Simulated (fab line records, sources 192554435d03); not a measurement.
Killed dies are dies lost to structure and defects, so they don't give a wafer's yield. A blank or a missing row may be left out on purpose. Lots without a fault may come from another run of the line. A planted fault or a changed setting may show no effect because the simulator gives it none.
Which tool did it? | flow n5_finfet | 24 lots, 72 wafers sampled, at 6 steps of a route of 1938

WHAT THE GAUGES READ, wafer by wafer
N5_BEOL_M9_CD_MEAS_18: pitch 140 nm, target cd 70 nm.
lot  | measured     | on        | cd_nm (nm)
L075 | day 10 16:37 | cd_sem-01 | 70.7 71.1 71.6
L074 | day 10 18:40 | cd_sem-02 | 70.9 70.1 70.5
L076 | day 11 04:21 | cd_sem-03 | 70.4 71.0 70.6
L080 | day 11 12:23 | cd_sem-01 | 69.7 69.1 69.7
L078 | day 11 15:35 | cd_sem-01 | 69.6 70.0 69.4
L077 | day 11 15:56 | cd_sem-01 | 70.9 70.3 70.1
L079 | day 12 04:02 | cd_sem-02 | 71.2 69.8 69.8
L081 | day 12 18:34 | cd_sem-01 | 69.6 69.9 70.1
L082 | day 12 18:46 | cd_sem-02 | 71.0 69.5 70.7
L084 | day 13 10:41 | cd_sem-02 | 70.2 70.0 69.9
L083 | day 13 11:00 | cd_sem-02 | 70.8 70.1 71.1
L086 | day 14 10:44 | cd_sem-01 | 70.2 71.0 70.5
L085 | day 14 11:42 | cd_sem-01 | 69.4 70.4 70.2
L088 | day 14 14:20 | cd_sem-01 | 70.5 70.4 69.8
L087 | day 15 00:31 | cd_sem-03 | 71.4 72.0 71.3
L089 | day 15 01:14 | cd_sem-03 | 71.3 70.7 70.7
L093 | day 15 01:40 | cd_sem-02 | 70.4 69.7 70.8
L091 | day 15 10:39 | cd_sem-03 | 70.5 69.9 70.4
L090 | day 15 11:44 | cd_sem-01 | 70.1 70.9 69.9
L095 | day 15 20:50 | cd_sem-03 | 70.6 69.6 71.0
L094 | day 15 21:28 | cd_sem-02 | 69.7 70.2 70.7
L092 | day 15 21:59 | cd_sem-03 | 68.9 69.7 69.4
L096 | day 17 00:29 | cd_sem-01 | 70.2 69.6 70.6
L097 | day 17 19:27 | cd_sem-02 | 71.3 70.4 70.7

N5_BEOL_M10_CD_MEAS_11: target cd 64.1 nm.
lot  | measured     | on        | cd_nm (nm)
L075 | day 10 21:52 | cd_sem-01 | 63.9 64.4 63.5
L074 | day 11 00:41 | cd_sem-01 | 64.5 62.9 63.5
L076 | day 11 11:28 | cd_sem-03 | 63.6 63.9 63.2
L080 | day 11 18:59 | cd_sem-02 | 64.3 63.7 64.1
L078 | day 11 21:38 | cd_sem-03 | 64.9 65.1 64.8
L077 | day 11 22:14 | cd_sem-01 | 64.1 63.2 63.9
L079 | day 12 11:44 | cd_sem-02 | 63.5 63.8 64.0
L081 | day 13 02:14 | cd_sem-01 | 63.8 63.3 64.0
L082 | day 13 02:23 | cd_sem-02 | 64.6 64.0 63.9
L084 | day 13 19:47 | cd_sem-01 | 63.7 64.3 63.5
L083 | day 13 19:38 | cd_sem-01 | 64.0 63.9 63.6
L086 | day 14 17:43 | cd_sem-01 | 64.3 63.4 63.6
L085 | day 14 17:53 | cd_sem-02 | 63.9 63.2 63.8
L088 | day 14 23:59 | cd_sem-03 | 64.1 63.7 64.7
L087 | day 15 06:56 | cd_sem-03 | 63.6 63.9 63.1
L089 | day 15 07:07 | cd_sem-02 | 63.5 64.5 63.7
L093 | day 15 09:35 | cd_sem-03 | 63.8 64.3 62.3
L091 | day 15 20:13 | cd_sem-02 | 63.5 63.6 63.7
L090 | day 16 00:08 | cd_sem-01 | 63.0 63.8 63.5
L095 | day 16 05:35 | cd_sem-03 | 64.4 64.1 64.0
L094 | day 16 05:11 | cd_sem-01 | 64.2 64.2 64.5
L092 | day 16 05:22 | cd_sem-02 | 64.2 64.1 63.9
L096 | day 17 08:56 | cd_sem-02 | 64.0 63.9 64.4
L097 | day 18 06:03 | cd_sem-01 | 63.4 63.6 63.9

N5_BEOL_M10_CD_MEAS_28: target cd 70 nm.
lot  | measured     | on        | cd_nm (nm)
L075 | day 10 22:53 | cd_sem-03 | 69.7 69.3 72.5
L074 | day 11 02:40 | cd_sem-03 | 70.0 70.7 69.1
L076 | day 11 14:36 | cd_sem-03 | 71.2 71.5 70.7
L080 | day 11 20:34 | cd_sem-02 | 69.0 67.8 68.2
L078 | day 12 03:22 | cd_sem-01 | 68.6 68.5 68.5
L077 | day 12 03:11 | cd_sem-01 | 69.3 69.0 69.5
L079 | day 12 13:56 | cd_sem-01 | 71.8 71.7 70.7
L081 | day 13 05:51 | cd_sem-02 | 70.1 70.2 69.9
L082 | day 13 06:01 | cd_sem-02 | 70.0 70.2 69.3
L084 | day 14 02:07 | cd_sem-01 | 70.3 70.2 70.2
L083 | day 14 01:37 | cd_sem-01 | 70.9 71.0 71.2
L086 | day 14 19:09 | cd_sem-03 | 69.8 69.8 69.9
L085 | day 14 19:20 | cd_sem-03 | 70.0 69.3 68.6
L088 | day 15 02:26 | cd_sem-03 | 70.0 68.5 68.2
L087 | day 15 09:07 | cd_sem-01 | 69.8 70.1 68.9
L089 | day 15 08:56 | cd_sem-01 | 71.6 72.1 72.0
L093 | day 15 10:35 | cd_sem-02 | 69.6 70.2 70.4
L091 | day 15 23:16 | cd_sem-02 | 69.7 69.5 69.8
L090 | day 16 01:36 | cd_sem-03 | 69.9 69.7 69.5
L095 | day 16 09:53 | cd_sem-02 | 70.6 70.7 70.4
L094 | day 16 10:03 | cd_sem-02 | 70.4 70.6 70.6
L092 | day 16 09:21 | cd_sem-01 | 71.0 69.9 70.9
L096 | day 17 11:03 | cd_sem-02 | 70.8 70.4 70.9
L097 | day 18 08:16 | cd_sem-01 | 72.4 72.9 72.2

WHICH TOOL RAN EACH LOT (tool, then ch and the chambers of the sampled wafers, then the start)
lot  | N5_BEOL_M9_STRIP_19                | N5_BEOL_M9_DESCUM_33               | N5_BEOL_M9_ETCH_76
L075 | rie_diel-06 ch 0,1,3, day 10 16:32 | rie_diel-02 ch 2,3, day 10 17:06   | rie_diel-02 ch 2,3, day 10 17:08
L074 | rie_diel-06 ch 0,2,3, day 10 18:35 | rie_diel-02 ch 2,3, day 10 19:42   | rie_diel-02 ch 2,3, day 10 19:44
L076 | rie_diel-05 ch 0,1, day 11 04:17   | rie_diel-02 ch 0,1, day 11 05:29   | rie_diel-02 ch 0,1, day 11 05:31
L080 | rie_diel-02 ch 2,3, day 11 12:19   | rie_diel-05 ch 1,2,3, day 11 13:41 | rie_diel-05 ch 1,2,3, day 11 13:43
L078 | rie_diel-05 ch 1,3, day 11 15:31   | rie_diel-05 ch 0,3, day 11 16:02   | rie_diel-05 ch 0,3, day 11 16:04
L077 | rie_diel-02 ch 1,2, day 11 15:52   | rie_diel-02 ch 1,2,3, day 11 18:05 | rie_diel-02 ch 1,2,3, day 11 18:08
L079 | rie_diel-06 ch 0,1,3, day 12 03:58 | rie_diel-06 ch 2,3, day 12 06:02   | rie_diel-06 ch 2,3, day 12 06:05
L081 | rie_diel-05 ch 0,1, day 12 18:30   | rie_diel-02 ch 0,2, day 12 20:38   | rie_diel-02 ch 0,2, day 12 20:41
L082 | rie_diel-05 ch 1,2, day 12 18:42   | rie_diel-05 ch 0,2, day 12 20:43   | rie_diel-05 ch 0,2, day 12 20:45
L084 | rie_diel-02 ch 0,1,2, day 13 10:37 | rie_diel-05 ch 0,1,2, day 13 13:36 | rie_diel-05 ch 0,1,2, day 13 13:38
L083 | rie_diel-02 ch 2,3, day 13 10:56   | rie_diel-05 ch 0,3, day 13 13:07   | rie_diel-05 ch 0,3, day 13 13:08
L086 | rie_diel-05 ch 0,1,2, day 14 10:40 | rie_diel-05 ch 0,1, day 14 11:29   | rie_diel-05 ch 0,1, day 14 11:31
L085 | rie_diel-06 ch 1,3, day 14 11:38   | rie_diel-05 ch 0,1, day 14 12:07   | rie_diel-05 ch 0,1, day 14 12:10
L088 | rie_diel-02 ch 0,2,3, day 14 14:16 | rie_diel-02 ch 2,3, day 14 16:56   | rie_diel-02 ch 2,3, day 14 16:58
L087 | rie_diel-05 ch 0,3, day 15 00:27   | rie_diel-05 ch 2,3, day 15 02:26   | rie_diel-05 ch 2,3, day 15 02:29
L089 | rie_diel-02 ch 0,1,2, day 15 01:10 | rie_diel-06 ch 0,1,2, day 15 02:29 | rie_diel-06 ch 0,1,2, day 15 02:31
L093 | rie_diel-05 ch 0,2, day 15 01:35   | rie_diel-02 ch 1,2,3, day 15 02:49 | rie_diel-02 ch 1,2,3, day 15 02:51
L091 | rie_diel-02 ch 0,2,3, day 15 10:35 | rie_diel-06 ch 1,2,3, day 15 11:20 | rie_diel-06 ch 1,2,3, day 15 11:22
L090 | rie_diel-02 ch 0,1,3, day 15 11:39 | rie_diel-02 ch 2,3, day 15 14:17   | rie_diel-02 ch 2,3, day 15 14:19
L095 | rie_diel-05 ch 1,3, day 15 20:46   | rie_diel-02 ch 2,3, day 16 00:05   | rie_diel-02 ch 2,3, day 16 00:07
L094 | rie_diel-02 ch 0,2,3, day 15 21:23 | rie_diel-06 ch 1,2,3, day 15 23:16 | rie_diel-06 ch 1,2,3, day 15 23:19
L092 | rie_diel-06 ch 0,1, day 15 21:54   | rie_diel-05 ch 0,2,3, day 15 23:58 | rie_diel-05 ch 0,2,3, day 15 23:59
L096 | rie_diel-05 ch 2,3, day 17 00:25   | rie_diel-06 ch 0,1,3, day 17 01:35 | rie_diel-06 ch 0,1,3, day 17 01:38
L097 | rie_diel-06 ch 0,2,3, day 17 19:23 | rie_diel-02 ch 0,2, day 18 00:38   | rie_diel-02 ch 0,2, day 18 00:41
- N5_BEOL_M9_STRIP_19: strips in O2.
- N5_BEOL_M9_DESCUM_33: chemistry O2, time 7 s.
- N5_BEOL_M9_ETCH_76: etches underlayer in N2/H2, target depth 6.5 nm, time 5.2 s.

WHAT THE TOOLS THEMSELVES READ (means of the sampled wafers that have a number; where no wafer has one, the mark that the record gives instead)
N5_BEOL_M9_STRIP_19.
lot  | tool        | drypump_motor_current_A (A) | o2_flow_sccm (sccm) | oes_product_au (a.u.) | rf_vpp_V (V) | showerhead_plenum_p_Torr (Torr) | throttle_valve_pct (%)
L075 | rie_diel-06 | 5.8                         | 225.3               | 0.72                  | 3.5          | 2.09                            | 16.86
L074 | rie_diel-06 | 5.5                         | 225.3               | 0.74                  | 3.8          | 2.12                            | 16.83
L076 | rie_diel-05 | 5.5                         | 224.3               | 0.74                  | 3.4          | 2.11                            | 16.57
L080 | rie_diel-02 | 5.7                         | 224.9               | 0.84                  | 3.6          | 2.06                            | 16.49
L078 | rie_diel-05 | 5.4                         | 224.7               | 0.78                  | 4.1          | 2.12                            | 16.62
L077 | rie_diel-02 | 5.8                         | 224.7               | 0.79                  | 3.7          | 2.05                            | 16.70
L079 | rie_diel-06 | 5.8                         | 225.6               | 0.71                  | 3.6          | 2.08                            | 16.88
L081 | rie_diel-05 | 5.3                         | 225.5               | 0.78                  | 3.4          | 2.07                            | 16.48
L082 | rie_diel-05 | 6.0                         | 224.8               | 0.76                  | 4.2          | 2.14                            | 16.51
L084 | rie_diel-02 | 5.6                         | 224.9               | 0.73                  | 3.2          | 2.09                            | 16.83
L083 | rie_diel-02 | 5.8                         | 225.5               | 0.81                  | 3.6          | 2.05                            | 16.52
L086 | rie_diel-05 | 5.7                         | 225.6               | 0.76                  | 3.3          | 2.09                            | 16.51
L085 | rie_diel-06 | 5.9                         | 224.8               | 0.77                  | 3.7          | 2.13                            | 16.78
L088 | rie_diel-02 | 5.6                         | 225.0               | 0.75                  | 4.0          | 2.09                            | 16.75
L087 | rie_diel-05 | 5.2                         | 223.9               | 0.83                  | 4.0          | 2.03                            | 16.48
L089 | rie_diel-02 | 5.6                         | 225.3               | 0.72                  | 3.1          | 2.09                            | 16.87
L093 | rie_diel-05 | 5.9                         | 225.6               | 0.79                  | 3.8          | 2.09                            | 16.44
L091 | rie_diel-02 | 5.6                         | 224.3               | 0.74                  | 3.9          | 2.09                            | 16.76
L090 | rie_diel-02 | 5.4                         | 225.6               | 0.76                  | 4.2          | 2.07                            | 16.74
L095 | rie_diel-05 | 5.3                         | 225.1               | 0.92                  | 3.5          | 2.08                            | 16.50
L094 | rie_diel-02 | 5.6                         | 224.8               | 0.75                  | 3.0          | 2.09                            | 16.77
L092 | rie_diel-06 | 5.6                         | 224.6               | 0.81                  | 3.5          | 2.03                            | 16.76
L096 | rie_diel-05 | 5.8                         | 225.2               | 0.81                  | 3.8          | 2.10                            | 16.53
L097 | rie_diel-06 | 5.5                         | 225.8               | 0.70                  | 3.8          | 2.10                            | 16.92

N5_BEOL_M9_DESCUM_33.
lot  | tool        | drypump_motor_current_A (A) | o2_flow_sccm (sccm) | oes_product_au (a.u.) | rf_vpp_V (V) | showerhead_plenum_p_Torr (Torr) | throttle_valve_pct (%)
L075 | rie_diel-02 | 5.8                         | 224.7               | 0.86                  | 243.5        | 2.06                            | 20.23
L074 | rie_diel-02 | 5.9                         | 225.1               | 0.80                  | 243.4        | 2.08                            | 20.34
L076 | rie_diel-02 | 5.4                         | 225.0               | 0.77                  | 243.8        | 2.07                            | 20.52
L080 | rie_diel-05 | 5.6                         | 225.1               | 0.81                  | 242.9        | 2.11                            | 20.31
L078 | rie_diel-05 | 5.2                         | 225.2               | 0.86                  | 242.7        | 2.04                            | 20.20
L077 | rie_diel-02 | 5.7                         | 224.3               | 0.81                  | 243.3        | 2.05                            | 20.33
L079 | rie_diel-06 | 5.7                         | 224.9               | 0.72                  | 244.5        | 2.16                            | 20.51
L081 | rie_diel-02 | 5.4                         | 225.0               | 0.69                  | 244.0        | 2.14                            | 20.68
L082 | rie_diel-05 | 5.9                         | 225.7               | 0.81                  | 241.7        | 2.09                            | 20.16
L084 | rie_diel-05 | 5.7                         | 225.0               | 0.77                  | 242.9        | 2.09                            | 20.22
L083 | rie_diel-05 | 5.2                         | 225.4               | 0.83                  | 242.1        | 2.03                            | 20.22
L086 | rie_diel-05 | 5.5                         | 224.9               | 0.72                  | 243.4        | 2.10                            | 20.29
L085 | rie_diel-05 | 5.3                         | 225.8               | 0.76                  | 242.4        | 2.06                            | 20.20
L088 | rie_diel-02 | 5.7                         | 225.2               | 0.81                  | 242.6        | 2.05                            | 20.27
L087 | rie_diel-05 | 5.5                         | 225.1               | 0.86                  | 243.1        | 2.07                            | 20.37
L089 | rie_diel-06 | 5.8                         | 225.1               | 0.80                  | 242.5        | 2.07                            | 20.46
L093 | rie_diel-02 | 5.7                         | 225.1               | 0.78                  | 242.2        | 2.04                            | 20.38
L091 | rie_diel-06 | 5.9                         | 226.2               | 0.77                  | 243.8        | 2.12                            | 20.47
L090 | rie_diel-02 | 5.8                         | 225.2               | 0.80                  | 242.3        | 2.04                            | 20.29
L095 | rie_diel-02 | 5.7                         | 224.9               | 0.80                  | 242.3        | 2.04                            | 20.29
L094 | rie_diel-06 | 5.9                         | 225.7               | 0.75                  | 243.8        | 2.12                            | 20.48
L092 | rie_diel-05 | 5.5                         | 225.2               | 0.82                  | 242.5        | 2.06                            | 20.28
L096 | rie_diel-06 | 5.8                         | 225.1               | 0.77                  | 243.0        | 2.07                            | 20.56
L097 | rie_diel-02 | 5.4                         | 224.8               | 0.68                  | 244.0        | 2.12                            | 20.73

N5_BEOL_M9_ETCH_76.
lot  | tool        | drypump_motor_current_A (A) | etch_rf_on_time_s (s) | oes_product_au (a.u.) | rf_vpp_V (V) | showerhead_plenum_p_Torr (Torr) | throttle_valve_pct (%)
L075 | rie_diel-02 | 5.8                         | 5.02                  | 0.74                  | 523.0        | 2.51                            | 17.76
L074 | rie_diel-02 | 5.9                         | 5.07                  | 0.69                  | 523.3        | 2.53                            | 17.81
L076 | rie_diel-02 | 5.5                         | 5.40                  | 0.66                  | 522.1        | 2.53                            | 17.99
L080 | rie_diel-05 | 5.6                         | 5.07                  | 0.72                  | 524.0        | 2.57                            | 17.73
L078 | rie_diel-05 | 5.2                         | 5.17                  | 0.74                  | 522.0        | 2.45                            | 17.46
L077 | rie_diel-02 | 5.8                         | 5.18                  | 0.70                  | 523.2        | 2.51                            | 17.84
L079 | rie_diel-06 | 5.6                         | 5.28                  | 0.61                  | 526.5        | 2.63                            | 18.01
L081 | rie_diel-02 | 5.4                         | 5.25                  | 0.60                  | 525.4        | 2.58                            | 18.07
L082 | rie_diel-05 | 5.9                         | 5.07                  | 0.70                  | 522.8        | 2.54                            | 17.54
L084 | rie_diel-05 | 5.7                         | 5.12                  | 0.66                  | 523.8        | 2.55                            | 17.63
L083 | rie_diel-05 | 5.2                         | 5.21                  | 0.72                  | 521.3        | 2.45                            | 17.49
L086 | rie_diel-05 | 5.5                         | 5.11                  | 0.62                  | 524.5        | 2.55                            | 17.69
L085 | rie_diel-05 | 5.3                         | 5.15                  | 0.65                  | 522.1        | 2.49                            | 17.50
L088 | rie_diel-02 | 5.7                         | 5.09                  | 0.71                  | 521.7        | 2.50                            | 17.80
L087 | rie_diel-05 | 5.5                         | 5.19                  | 0.75                  | 523.5        | 2.52                            | 17.76
L089 | rie_diel-06 | 5.7                         | 5.11                  | 0.69                  | 522.6        | 2.53                            | 18.00
L093 | rie_diel-02 | 5.8                         | 5.20                  | 0.67                  | 522.3        | 2.50                            | 17.88
L091 | rie_diel-06 | 5.9                         | 5.27                  | 0.66                  | 524.3        | 2.58                            | 17.94
L090 | rie_diel-02 | 5.8                         | 5.20                  | 0.69                  | 523.8        | 2.50                            | 17.84
L095 | rie_diel-02 | 5.7                         | 5.05                  | 0.70                  | 522.9        | 2.50                            | 17.84
L094 | rie_diel-06 | 6.0                         | 5.25                  | 0.66                  | 524.9        | 2.58                            | 17.95
L092 | rie_diel-05 | 5.5                         | 5.10                  | 0.70                  | 522.8        | 2.49                            | 17.62
L096 | rie_diel-06 | 5.8                         | 5.24                  | 0.66                  | 523.9        | 2.52                            | 18.00
L097 | rie_diel-02 | 5.4                         | 5.28                  | 0.58                  | 523.5        | 2.56                            | 18.14

THE ANSWER, worked out from the rows above alone
Rule: what is usual is taken from the lots themselves. Put in order of their means at a reading, lots are off if they are a third of the lots or fewer, leave a main group of 4 or more, and stand apart from it by a gap of 3 or more times the standard deviation of the main group's means; of several such gaps the widest counts. A main group whose means are all the same, to the digits that the tables above print for the reading, isn't used. A lot without any number at a reading at which 4 lots or more have one is off too. The other lots that the step has rows for count as sound. The gauges are gone through in route order, then the tools' own readings, and for those a lot's mean is taken as printed above. The first step at which some lot is off is used, and at that step the reading that is off furthest; a lot without a number counts as furthest.
No lot is off at any reading shown: from this, nothing can be told.

WHAT THE SIMULATOR HAD PUT IN
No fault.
